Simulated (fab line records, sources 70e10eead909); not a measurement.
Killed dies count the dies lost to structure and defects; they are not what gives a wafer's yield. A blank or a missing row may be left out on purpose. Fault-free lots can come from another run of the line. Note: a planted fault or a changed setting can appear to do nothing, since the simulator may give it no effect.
fab line records -- flow nand_harc
record: lots: 6, wafers: 18, last_day: 24
route steps=1159 shown A_CONTACT@943 END@1159
lots with no fault: from the same line, run without faults
start_h: hours from the record's opening day to when the first of the lot's shown wafers began -- wait_h: hours elapsed since this lot's preceding step -- " as in the row above -- L1.1+2: several wafers, shown together as one row -- - no value present, or no start provided -- * or withheld: withheld -- < > ~ a bound
route shown NAME@n: names a module that has steps shown in the file, with the first one's number in the route -- usual: mean/standard deviation taken from wafers without a fault -- same: alike in all rows -- chamber/n: place in a boat -- sites: per-site readings -- _std_site: standard deviation of those values -- _edge_site: inner sites' mean taken away from outer sites' mean -- radius_mm: how far each site lies from the wafer's centre -- mask NAME#n: copy n -- behind: the last tool/chamber to shape the wafer -- hold: reason for holding the lot/hours on hold/outcome of the hold -- device: names the non-switching transistor (n, p or np) -- end of line: the route-end tests of the same wafers -- a step with no rows: only its recipe -- killed: at the first sort, the dies lost to defects and structure; wafer yield is something else -- map: a wafer's dies, marking killed ones x, the rest . and places with no die _
set.NAME: the run value of the setting; set.NAME@STEP: its run value at that earlier step -- model.NAME: the simulator's own value behind a step, which no gauge read
lots seen at some steps along the route; tables by step, rows by wafer
services: a tool's chamber out of use, with start hour (start_h, from the record's first day; less than 0 if before it), hours out, and reason
== steps ==
step: NHARC_A_CONTACT_ETCH_134
recipe: source_w: withheld, pressure_mtorr: 20, bias_v: withheld, time_s: 140, target_depth_a: 7000, ar_flow_sccm: withheld, c4f8_flow_sccm: withheld, o2_flow_sccm: withheld, chemistry: C4F8/O2/Ar
step: NHARC_A_CONTACT_ETCH_135
recipe: source_w: withheld, pressure_mtorr: 20, bias_v: 3000, time_s: 132, target_depth_a: 12870, ar_flow_sccm: withheld, c4f8_flow_sccm: withheld, o2_flow_sccm: withheld, chemistry: C4F8/O2/Ar
usual: chamber_pressure_mTorr: 19.998/0.018, oes_air_line_au: 0.999/0.022
lot.wafer,tool,chamber,start_h,wait_h,chamber_pressure_mTorr,oes_air_line_au,rf_hours_counter_h
L627.2,har_cap_etch-03,0,399.26,0.2,19.996,1.019,90
L627.4,har_cap_etch-03,0,399.26,0.2,19.999,0.998,-
L627.6,har_cap_etch-03,1,399.26,0.2,20.004,1.047,-
L631.2,har_cap_etch-02,0,434.07,0.2,19.963,1.006,20
L631.1,har_cap_etch-02,1,434.07,0.2,19.978,0.992,20
L631.3,har_cap_etch-02,0,434.07,0.2,19.987,1.028,-
L637.1,har_cap_etch-02,0,456.97,0.2,20.004,1.002,25
L637.4,har_cap_etch-02,1,456.97,0.2,19.996,1.012,-
L637.6,har_cap_etch-02,0,456.97,0.2,19.976,0.997,-
L639.2,har_cap_etch-01,1,462.05,0.2,20.025,0.985,73
L639.1,har_cap_etch-01,0,462.05,0.2,20.003,1.027,73
L639.6,har_cap_etch-01,0,462.05,0.2,19.985,1.045,-
L643.1,har_cap_etch-01,1,491.31,0.2,20.015,1.022,79
L643.4,har_cap_etch-01,0,491.31,0.2,19.964,0.992,-
L643.5,har_cap_etch-01,1,491.31,0.2,20.032,1.023,-
L642.3,har_cap_etch-01,0,501.80,0.1,20.026,0.974,-
L642.4,har_cap_etch-01,1,501.80,0.1,20.021,1.020,-
L642.5,har_cap_etch-01,0,501.80,0.1,19.990,1.008,-
step: NHARC_A_CONTACT_ETCH_136
recipe: source_w: withheld, pressure_mtorr: 20, bias_v: 3000, time_s: 132, target_depth_a: 12870, ar_flow_sccm: withheld, c4f8_flow_sccm: withheld, o2_flow_sccm: withheld, chemistry: C4F8/O2/Ar
usual: chamber_pressure_mTorr: 19.998/0.018, oes_air_line_au: 1.000/0.017
lot.wafer,tool,chamber,start_h,wait_h,chamber_pressure_mTorr,oes_air_line_au,rf_hours_counter_h
L627.2,har_cap_etch-03,0,399.39,0.1,20.006,0.985,90
L627.4,har_cap_etch-03,0,399.39,0.1,20.017,0.981,-
L627.6,har_cap_etch-03,1,399.39,0.1,19.961,0.984,-
L631.2,har_cap_etch-02,0,434.20,0.1,20.013,0.996,20
L631.1,har_cap_etch-02,1,434.20,0.1,20.033,0.986,20
L631.3,har_cap_etch-02,0,434.20,0.1,19.949,1.004,-
L637.1,har_cap_etch-02,0,457.09,0.1,19.985,1.036,25
L637.4,har_cap_etch-02,1,457.09,0.1,20.017,0.996,-
L637.6,har_cap_etch-02,0,457.09,0.1,19.975,0.978,-
L639.2,har_cap_etch-01,1,462.21,0.1,20.015,1.005,73
L639.1,har_cap_etch-01,0,462.21,0.1,20.001,0.956,73
L639.6,har_cap_etch-01,0,462.21,0.1,19.998,0.998,-
L643.1,har_cap_etch-01,1,491.43,0.1,20.004,1.004,79
L643.4,har_cap_etch-01,0,491.43,0.1,20.016,1.009,-
L643.5,har_cap_etch-01,1,491.43,0.1,19.994,0.979,-
L642.3,har_cap_etch-01,0,501.92,0.1,19.993,0.958,-
L642.4,har_cap_etch-01,1,501.92,0.1,19.988,1.005,-
L642.5,har_cap_etch-01,0,501.92,0.1,19.984,0.974,-
step: NHARC_A_CONTACT_ETCH_137
recipe: source_w: withheld, pressure_mtorr: 20, bias_v: 3000, time_s: 132, target_depth_a: 12870, ar_flow_sccm: withheld, c4f8_flow_sccm: withheld, o2_flow_sccm: withheld, chemistry: C4F8/O2/Ar
usual: chamber_pressure_mTorr: 20.001/0.016, oes_air_line_au: 1.000/0.019
lot.wafer,tool,chamber,start_h,wait_h,chamber_pressure_mTorr,oes_air_line_au,rf_hours_counter_h
L627.2,har_cap_etch-03,0,399.51,0.1,19.982,1.022,90
L627.4,har_cap_etch-03,0,399.51,0.1,19.988,1.011,-
L627.6,har_cap_etch-03,1,399.51,0.1,19.985,1.006,-
L631.2,har_cap_etch-02,0,434.32,0.1,19.997,1.038,20
L631.1,har_cap_etch-02,1,434.32,0.1,19.998,0.995,20
L631.3,har_cap_etch-02,0,434.32,0.1,19.977,1.023,-
L637.1,har_cap_etch-02,0,457.22,0.1,19.986,0.986,25
L637.4,har_cap_etch-02,1,457.22,0.1,19.975,1.018,-
L637.6,har_cap_etch-02,0,457.22,0.1,19.999,0.973,-
L639.2,har_cap_etch-01,1,462.38,0.1,19.988,0.995,74
L639.1,har_cap_etch-01,0,462.38,0.1,20.001,0.950,74
L639.6,har_cap_etch-01,0,462.38,0.1,19.997,0.993,-
L643.1,har_cap_etch-01,1,491.55,0.1,20.030,0.992,79
L643.4,har_cap_etch-01,0,491.55,0.1,19.983,0.982,-
L643.5,har_cap_etch-01,1,491.55,0.1,20.020,0.963,-
L642.3,har_cap_etch-01,0,502.04,0.1,19.990,1.037,-
L642.4,har_cap_etch-01,1,502.04,0.1,19.976,0.968,-
L642.5,har_cap_etch-01,0,502.04,0.1,19.977,1.003,-
step: NHARC_A_CONTACT_ETCH_138
recipe: source_w: withheld, pressure_mtorr: 20, bias_v: 3000, time_s: 132, target_depth_a: 12890, ar_flow_sccm: withheld, c4f8_flow_sccm: withheld, o2_flow_sccm: withheld, chemistry: C4F8/O2/Ar
usual: chamber_pressure_mTorr: 20.002/0.017, oes_air_line_au: 1.001/0.02
lot.wafer,tool,chamber,start_h,wait_h,chamber_pressure_mTorr,oes_air_line_au,rf_hours_counter_h
L627.2,har_cap_etch-03,0,399.63,0.1,19.999,1.007,90
L627.4,har_cap_etch-03,0,399.63,0.1,20.021,0.977,-
L627.6,har_cap_etch-03,1,399.63,0.1,19.960,0.972,-
L631.2,har_cap_etch-02,0,434.44,0.1,20.023,0.997,20
L631.1,har_cap_etch-02,1,434.44,0.1,20.017,0.981,20
L631.3,har_cap_etch-02,0,434.44,0.1,20.004,1.010,-
L637.1,har_cap_etch-02,0,457.34,0.1,20.000,0.968,25
L637.4,har_cap_etch-02,1,457.34,0.1,20.025,0.978,-
L637.6,har_cap_etch-02,0,457.34,0.1,20.040,0.959,-
L639.2,har_cap_etch-01,1,462.54,0.1,19.975,0.965,74
L639.1,har_cap_etch-01,0,462.54,0.1,19.974,1.010,74
L639.6,har_cap_etch-01,0,462.54,0.1,19.999,1.009,-
L643.1,har_cap_etch-01,1,491.68,0.1,20.007,0.989,79
L643.4,har_cap_etch-01,0,491.68,0.1,19.990,1.029,-
L643.5,har_cap_etch-01,1,491.68,0.1,19.996,0.992,-
L642.3,har_cap_etch-01,0,502.16,0.1,20.009,1.015,-
L642.4,har_cap_etch-01,1,502.16,0.1,19.998,1.033,-
L642.5,har_cap_etch-01,0,502.16,0.1,20.009,0.989,-
step: NHARC_A_CONTACT_ETCH_139
recipe: source_w: withheld, pressure_mtorr: 20, bias_v: 400, time_s: 137, target_depth_a: 5900, ar_flow_sccm: withheld, c4f8_flow_sccm: 11.5, o2_flow_sccm: 7.2, chemistry: C4F8/O2/Ar
step: NHARC_A_CONTACT_ETCH_92
recipe: target_depth_a: 400, over_etch_frac: 0.5, time_s: 85.7, ion_energy_ev: 120, ch3f_flow_sccm: 50, o2_flow_sccm: 30, ar_flow_sccm: 200, rf_w: 500, bias_w: 100, chemistry: CH3F/O2
step: NHARC_A_CONTACT_ETCH_98
recipe: target_depth_a: 200, over_etch_frac: 0.5, time_s: 10, ion_energy_ev: 250, c4f6_flow_sccm: 25, o2_flow_sccm: 20, ar_flow_sccm: 500, rf_w: 600, bias_w: 500, chemistry: C4F6/O2
step: NHARC_A_CONTACT_CD_MEAS_15
usual: cd_nm: 90.2/0.41
lot.wafer,tool,chamber,start_h,wait_h,cd_nm
L627.2,cd_sem-03,-,400.38,-,89.8
L627.4,cd_sem-03,-,400.38,-,90.4
L627.6,cd_sem-03,-,400.38,-,90.3
L631.1,cd_sem-03,-,435.18,-,90.0
L631.2,cd_sem-03,-,435.18,-,89.5
L631.3,cd_sem-03,-,435.18,-,90.2
L637.1,cd_sem-03,-,458.10,-,89.9
L637.4,cd_sem-03,-,458.10,-,90.0
L637.6,cd_sem-03,-,458.10,-,89.9
L639.1,cd_sem-02,-,463.29,-,89.7
L639.2,cd_sem-02,-,463.29,-,89.8
L639.6,cd_sem-02,-,463.29,-,89.7
L643.1,cd_sem-02,-,492.40,-,89.1
L643.4,cd_sem-02,-,492.40,-,90.2
L643.5,cd_sem-02,-,492.40,-,89.9
L642.3,cd_sem-02,-,502.88,-,90.5
L642.4,cd_sem-02,-,502.88,-,90.5
L642.5,cd_sem-02,-,502.88,-,91.0
step: NHARC_A_CONTACT_STRIP_107
recipe: n2_flow_sccm: 150, h2_flow_sccm: 150, ar_flow_sccm: 0, bias_w: 0, chemistry: N2/H2
step: NHARC_A_CONTACT_STRIP_108
recipe: cf4_flow_sccm: 100, chf3_flow_sccm: 30, ar_flow_sccm: 0, bias_w: 0, chemistry: CF4/CHF3
step: NHARC_A_CONTACT_STRIP_109
recipe: o2_flow_sccm: 400, cos_flow_sccm: 20, ar_flow_sccm: 0, bias_w: 0, chemistry: O2/COS
step: NHARC_A_CONTACT_ETCH_110
recipe: target_depth_a: 500, overetch_a: 50, time_s: 27.5, ion_energy_ev: 100, cf4_flow_sccm: 80, o2_flow_sccm: 20, ar_flow_sccm: 0, rf_w: 300, bias_w: 100, chemistry: CF4/O2
usual: bias_w: 100.03/0.29, cf4_flow_sccm: 79.99/0.22, chamber_pressure_mTorr: 30.00/0.031, drypump_motor_current_A: 5.7/0.52, mfc_ar_sccm: 0.010/0.015, o2_flow_sccm: 19.99/0.055, oes_f_703_au: 1.000/0.0049, oes_product_au: 0.996/0.0069, rf_vpp_V: 198.1/1.5, showerhead_plenum_p_Torr: 1.35/0.063, throttle_valve_pct: 13.397/0.0079
lot.wafer,tool,chamber,start_h,wait_h,bias_w,cf4_flow_sccm,chamber_pressure_mTorr,drypump_motor_current_A,mfc_ar_sccm,o2_flow_sccm,oes_f_703_au,oes_product_au,rf_hours_counter_h,rf_vpp_V,showerhead_plenum_p_Torr,throttle_valve_pct
L627.4,rie_diel-02,3,400.67,0.1,100.20,79.85,29.92,5.8,0.034,20.08,1.009,0.988,14,198.7,1.39,13.391
L627.2,rie_diel-02,0,400.67,0.1,100.22,79.75,29.96,6.3,0,19.91,1.000,1.000,15,200.0,1.41,13.404
L627.6,rie_diel-02,2,400.67,0.1,100.53,80.26,30.05,5.5,0,20.05,0.997,0.989,-,195.7,1.25,13.392
L631.3,rie_diel-02,0,435.48,0.1,100.06,79.65,29.98,6.3,0,19.93,1.002,1.006,20,198.9,1.41,13.378
L631.1,rie_diel-02,1,435.48,0.1,99.80,80.16,30.03,4.9,0,20.03,1.005,1.008,17,199.4,1.36,13.386
L631.2,rie_diel-02,2,435.48,0.1,100.27,79.87,30.00,5.5,0,20.03,1.007,1.021,19,195.0,1.24,13.403
L637.1,rie_diel-02,0,458.53,0.1,-,-,-,-,-,-,-,-,-,-,-,-
L637.4,rie_diel-02,1,458.53,0.1,-,-,-,-,-,-,-,-,-,-,-,-
L637.6,rie_diel-02,3,458.53,0.1,-,-,-,-,-,-,-,-,-,-,-,-
L639.2,rie_diel-12,0,463.58,0.1,-,-,-,-,-,-,-,-,-,-,-,-
L639.1,rie_diel-12,1,463.58,0.1,-,-,-,-,-,-,-,-,-,-,-,-
L639.6,rie_diel-12,1,463.58,0.1,-,-,-,-,-,-,-,-,-,-,-,-
L643.1,rie_diel-11,0,492.70,0.1,99.76,80.09,30.00,5.0,0.034,20.01,1.000,0.989,45,198.0,1.44,13.399
L643.4,rie_diel-11,3,492.70,0.1,99.76,79.87,30.00,5.9,0,19.91,0.998,1.002,40,199.6,1.41,13.409
L643.5,rie_diel-11,0,492.70,0.1,100.09,80.39,30.02,5.1,0.034,20.01,1.010,1.009,-,199.5,1.44,13.395
L642.4,rie_diel-11,0,503.30,0.0,99.69,79.87,29.99,5.0,0.034,19.98,1.006,0.994,47,200.0,1.44,13.401
L642.3,rie_diel-11,1,503.30,0.0,99.81,80.11,29.96,6.4,0,20.03,1.000,0.994,51,195.7,1.25,13.398
L642.5,rie_diel-11,0,503.30,0.0,99.70,79.90,30.03,5.1,0.034,19.93,1.010,0.993,-,199.2,1.44,13.394
step: NHARC_A_CONTACT_STRIP_26
recipe: o2_flow_sccm: 500, ar_flow_sccm: 0, bias_w: 0, chemistry: O2
usual: chamber_pressure_mTorr: 59.99/0.056, drypump_motor_current_A: 5.6/0.51, mfc_ar_sccm: 0.009/0.015, o2_flow_sccm: 499.7/1.6, oes_product_au: 0.998/0.0075, rf_vpp_V: 57.9/0.84, showerhead_plenum_p_Torr: 3.56/0.16, throttle_valve_pct: 17.038/0.0095
same: bias_w: 0
lot.wafer,tool,chamber,start_h,wait_h,chamber_pressure_mTorr,drypump_motor_current_A,mfc_ar_sccm,o2_flow_sccm,oes_product_au,rf_hours_counter_h,rf_vpp_V,showerhead_plenum_p_Torr,throttle_valve_pct
L627.4,rie_diel-02,1,-,-,60.04,4.9,0,496.8,0.994,12,57.6,3.59,17.035
L627.2,rie_diel-02,0,-,-,59.98,6.3,0,499.9,1.008,15,58.2,3.71,17.047
L627.6,rie_diel-02,2,-,-,59.99,5.5,0,501.1,1.004,-,56.7,3.30,17.033
L631.1,rie_diel-02,3,-,-,60.04,5.8,0.034,499.3,1.000,19,58.2,3.66,17.053
L631.3,rie_diel-02,0,-,-,60.06,6.3,0,500.9,1.004,20,57.0,3.71,17.054
L631.2,rie_diel-02,1,-,-,59.88,4.9,0,498.7,0.995,17,58.1,3.59,17.041
L637.4,rie_diel-02,2,458.59,0.1,59.94,5.5,0,497.2,0.996,24,57.2,3.30,17.018
L637.1,rie_diel-02,3,458.59,0.1,60.08,5.8,0.034,498.9,0.986,25,59.9,3.66,17.055
L637.6,rie_diel-02,3,458.59,0.1,59.93,5.8,0.034,499.5,0.989,-,59.4,3.66,17.037
L639.1,rie_diel-12,0,463.65,0.1,60.04,5.7,0,499.4,0.997,25,57.0,3.49,17.050
L639.2,rie_diel-12,2,463.65,0.1,60.03,5.8,0.010,500.4,1.009,26,57.3,3.49,17.048
L639.6,rie_diel-12,0,463.65,0.1,60.00,5.7,0,500.5,0.997,-,57.4,3.49,17.027
L643.4,rie_diel-11,2,-,-,60.00,4.8,0,500.7,1.000,45,56.7,3.65,17.024
L643.1,rie_diel-11,1,-,-,59.89,6.4,0,499.4,0.988,48,56.7,3.32,17.034
L643.5,rie_diel-11,3,-,-,59.95,6.0,0,497.6,0.995,-,58.9,3.71,17.033
L642.3,rie_diel-11,3,-,-,60.09,5.9,0,502.4,1.014,43,58.1,3.71,17.041
L642.4,rie_diel-11,1,-,-,59.99,6.3,0,496.8,1.000,51,55.8,3.32,17.037
L642.5,rie_diel-11,2,-,-,59.95,4.8,0,499.1,0.993,-,58.5,3.65,17.025
step: NHARC_END_SORT_01
recipe: temp_c: 25
usual: killed_at_array: 29/11, killed_at_other: 0.6/0.92, killed_at_periphery: 3.2/2, killed_dies: 33/11, killed_open: 3.2/2, killed_short: 1.9/1.5
same: gross_dies: 677
lot.wafer,tool,chamber,start_h,wait_h,killed_at_array,killed_at_other,killed_at_periphery,killed_dies,killed_open,killed_short
L627.2,prober-02,0,452.43,2.8,23,2,3,28,4,6
L627.4,prober-02,0,454.03,3.4,25,0,7,32,7,3
L627.6,prober-02,0,455.62,4.0,20,0,8,28,1,0
L631.1,prober-02,0,484.86,2.6,12,2,4,18,2,1
L631.2,prober-02,0,485.67,2.9,15,2,3,20,3,3
L631.3,prober-02,0,486.48,3.2,11,0,4,15,2,0
L637.1,prober-01,0,510.84,2.5,41,0,7,48,3,4
L637.4,prober-01,0,513.19,3.4,46,0,3,49,2,2
L637.6,prober-01,0,514.75,3.9,34,0,8,42,5,4
L639.1,prober-02,0,519.45,2.5,49,0,5,54,5,6
L639.2,prober-02,0,520.25,2.8,38,0,5,43,5,2
L639.6,prober-02,0,523.43,4.0,46,0,2,48,2,0
L643.1,prober-02,0,562.77,2.5,35,0,2,37,5,5
L643.4,prober-02,0,565.18,3.4,25,2,3,30,3,0
L643.5,prober-02,0,565.98,3.7,37,0,6,43,6,1
L642.3,prober-02,0,572.17,3.1,51,1,1,53,4,1
L642.4,prober-02,0,572.97,3.4,53,0,3,56,3,1
L642.5,prober-02,0,573.77,3.7,37,2,4,43,4,1
killed by level:class
L627.2 A_SLIT:chamber_film_flake=11 A_WL_FILL:geometric_particle:short=3 A_CONTACT:geometric_particle:open=3 A_STAIRCASE:chamber_film_flake=2 P_M0:geometric_particle:short=1 A_CONTACT:geometric_particle:short=1 A_BLC:geometric_particle:open=1 STARTING-WAFER:geometric_particle:short=1
L627.4 A_SLIT:chamber_film_flake=10 A_CHANNEL_HOLE_D1:chamber_film_flake=3 A_CONTACT:geometric_particle:open=2 A_BLC:geometric_particle:open=2 P_STI:chamber_film_flake=2 P_M1:chamber_film_flake=2 A_STAIRCASE:chamber_film_flake=2 P_GATE:geometric_particle:open=1
L627.6 A_SLIT:chamber_film_flake=9 P_M1:chamber_film_flake=5 A_CHANNEL_HOLE_D1:chamber_film_flake=5 A_STAIRCASE:chamber_film_flake=4 A_CONTACT:geometric_particle:open=1 P_ZERO_WELL:chamber_film_flake=1 P_STI:chamber_film_flake=1 P_GATE:chamber_film_flake=1
L631.1 A_STAIRCASE:chamber_film_flake=4 A_CONTACT:chamber_film_flake=3 A_CHANNEL_FILL_D1:geometric_particle:open=2 P_ZERO_WELL:chamber_film_flake=2 A_WL_FILL:chamber_film_flake=2 THIN_TSV:chamber_film_flake=2 A_CHANNEL_FILL_D1:geometric_particle:short=1 P_M1:chamber_film_flake=1
L631.2 A_CHANNEL_HOLE_D1:chamber_film_flake=4 A_WL_FILL:geometric_particle:short=2 A_STAIRCASE:chamber_film_flake=2 A_CONTACT:chamber_film_flake=2 THIN_TSV:chamber_film_flake=2 P_M0:geometric_particle:open=1 A_ONON_D1:geometric_particle:open=1 A_STAIRCASE:geometric_particle:open=1
L631.3 P_ZERO_WELL:chamber_film_flake=3 A_STAIRCASE:chamber_film_flake=3 A_CHANNEL_HOLE_D1:chamber_film_flake=2 A_CONTACT:chamber_film_flake=2 P_STI:geometric_particle:open=1 A_CONTACT:geometric_particle:open=1 A_ZERO_WELL:chamber_film_flake=1 A_CHANNEL_FILL_D1:chamber_film_flake=1
L637.1 A_CHANNEL_HOLE_D1:chamber_film_flake=18 A_SLIT:chamber_film_flake=10 P_ZERO_WELL:chamber_film_flake=4 A_STAIRCASE:chamber_film_flake=3 A_CONTACT:chamber_film_flake=3 P_GATE:geometric_particle:open=1 P_CONTACT:geometric_particle:short=1 A_ONON_D1:geometric_particle:short=1
L637.4 A_CHANNEL_HOLE_D1:chamber_film_flake=26 A_SLIT:chamber_film_flake=12 A_M0:geometric_particle:open=2 P_ZERO_WELL:chamber_film_flake=2 A_STAIRCASE:chamber_film_flake=2 A_WL_FILL:chamber_film_flake=2 P_STI:geometric_particle:short=1 A_WL_FILL:geometric_particle:short=1
L637.6 A_CHANNEL_HOLE_D1:chamber_film_flake=16 A_SLIT:chamber_film_flake=8 A_CONTACT:chamber_film_flake=5 P_ZERO_WELL:chamber_film_flake=2 P_GATE:geometric_particle:short=1 P_GATE:geometric_particle:open=1 P_CONTACT:geometric_particle:short=1 P_M0:geometric_particle:short=1
L639.1 A_CHANNEL_HOLE_D1:chamber_film_flake=18 A_SLIT:chamber_film_flake=17 A_STAIRCASE:chamber_film_flake=4 A_CHANNEL_FILL_D1:geometric_particle:short=2 A_M1:geometric_particle:open=2 A_CONTACT:chamber_film_flake=2 P_GATE:geometric_particle:open=1 P_CONTACT:geometric_particle:open=1
L639.2 A_CHANNEL_HOLE_D1:chamber_film_flake=17 A_SLIT:chamber_film_flake=10 A_STAIRCASE:chamber_film_flake=3 A_CONTACT:chamber_film_flake=3 P_GATE:geometric_particle:open=2 P_STI:chamber_film_flake=2 A_SOURCE_PLATE:geometric_particle:short=1 A_ONON_D1:geometric_particle:open=1
L639.6 A_CHANNEL_HOLE_D1:chamber_film_flake=22 A_SLIT:chamber_film_flake=16 A_CONTACT:chamber_film_flake=5 P_STI:chamber_film_flake=2 A_WL_FILL:geometric_particle:open=1 A_M0:geometric_particle:open=1 A_STAIRCASE:chamber_film_flake=1
L643.1 A_SLIT:chamber_film_flake=16 A_CHANNEL_HOLE_D1:chamber_film_flake=5 A_CONTACT:chamber_film_flake=3 A_WL_FILL:geometric_particle:short=2 A_BLC:geometric_particle:open=2 A_STAIRCASE:chamber_film_flake=2 P_GATE:geometric_particle:open=1 A_ONON_D1:geometric_particle:short=1
L643.4 A_SLIT:chamber_film_flake=7 A_CHANNEL_HOLE_D1:chamber_film_flake=6 A_STAIRCASE:chamber_film_flake=5 A_CONTACT:chamber_film_flake=5 THIN_TSV:chamber_film_flake=2 P_M1:geometric_particle:open=1 A_BLC:geometric_particle:open=1 A_M0:geometric_particle:open=1
L643.5 A_SLIT:chamber_film_flake=20 A_STAIRCASE:chamber_film_flake=5 A_CONTACT:chamber_film_flake=5 A_CHANNEL_HOLE_D1:chamber_film_flake=4 P_CONTACT:geometric_particle:open=2 P_M0:geometric_particle:open=2 P_M1:chamber_film_flake=2 A_CHANNEL_FILL_D1:geometric_particle:short=1
L642.3 A_CHANNEL_HOLE_D1:chamber_film_flake=26 A_SLIT:chamber_film_flake=13 A_STAIRCASE:chamber_film_flake=4 A_CONTACT:chamber_film_flake=3 A_ONON_D1:geometric_particle:short=1 A_STAIRCASE:geometric_particle:open=1 A_SGD_CUT:geometric_particle:open=1 A_CONTACT:geometric_particle:open=1
L642.4 A_CHANNEL_HOLE_D1:chamber_film_flake=19 A_SLIT:chamber_film_flake=17 A_STAIRCASE:chamber_film_flake=7 A_CONTACT:chamber_film_flake=7 P_CONTACT:geometric_particle:open=1 A_CHANNEL_FILL_D1:geometric_particle:open=1 A_WL_FILL:geometric_particle:short=1 A_CONTACT:geometric_particle:open=1
L642.5 A_CHANNEL_HOLE_D1:chamber_film_flake=18 A_SLIT:chamber_film_flake=7 A_STAIRCASE:chamber_film_flake=6 A_CONTACT:geometric_particle:open=2 P_M1:chamber_film_flake=2 THIN_TSV:chamber_film_flake=2 A_CHANNEL_FILL_D1:geometric_particle:open=1 A_WL_FILL:geometric_particle:open=1
== services ==
tool,chamber,start_h,hours,kind
rie_diel-12,-,379.69,9.0,pm
rie_diel-02,0,385.79,-,clean
rie_diel-02,1,385.79,-,clean
rie_diel-02,2,385.79,-,clean
rie_diel-02,3,385.79,-,clean
rie_diel-12,3,406.51,1.2,repair
rie_diel-02,0,410.30,-,clean
rie_diel-02,1,410.30,-,clean
rie_diel-02,2,410.30,-,clean
rie_diel-02,3,410.30,-,clean
har_cap_etch-02,-,418.51,0.6,repair
rie_diel-12,-,423.86,1.4,repair
har_cap_etch-01,-,434.52,0.1,repair
rie_diel-02,0,434.86,-,clean
rie_diel-02,1,434.86,-,clean
rie_diel-02,2,434.86,-,clean
rie_diel-02,3,434.86,-,clean
rie_diel-12,3,450.91,2.4,repair
rie_diel-02,0,459.36,-,clean
rie_diel-02,1,459.36,-,clean
rie_diel-02,2,459.36,-,clean
rie_diel-02,3,459.36,-,clean
rie_diel-02,0,483.86,-,clean
rie_diel-02,2,490.18,1.7,repair
== key ==
first_sign: step: NHARC_A_CONTACT_ETCH_110, reading: tool_record, direction: missing
effect none on later readings
met_at NHARC_A_CONTACT_ETCH_110
struck_wafers L637.1,L637.4,L637.6,L639.1,L639.2,L639.6
tester_left_out L637,L639
onset_between 435.48 458.53
fault: kind: skipped_step_whole, tool: rie_diel-02,rie_diel-12, chamber: -, onset_h: 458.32, steps: NHARC_A_CONTACT_ETCH_110, scope: struck_lots_only
tester_left_out: of these lots the tester's yield and bins aren't shown, on N5 and GAA mostly nor the transistor test; their killed dies are dies lost to structure and defects alone, not to doping, threshold or leakage, so they don't give the yield
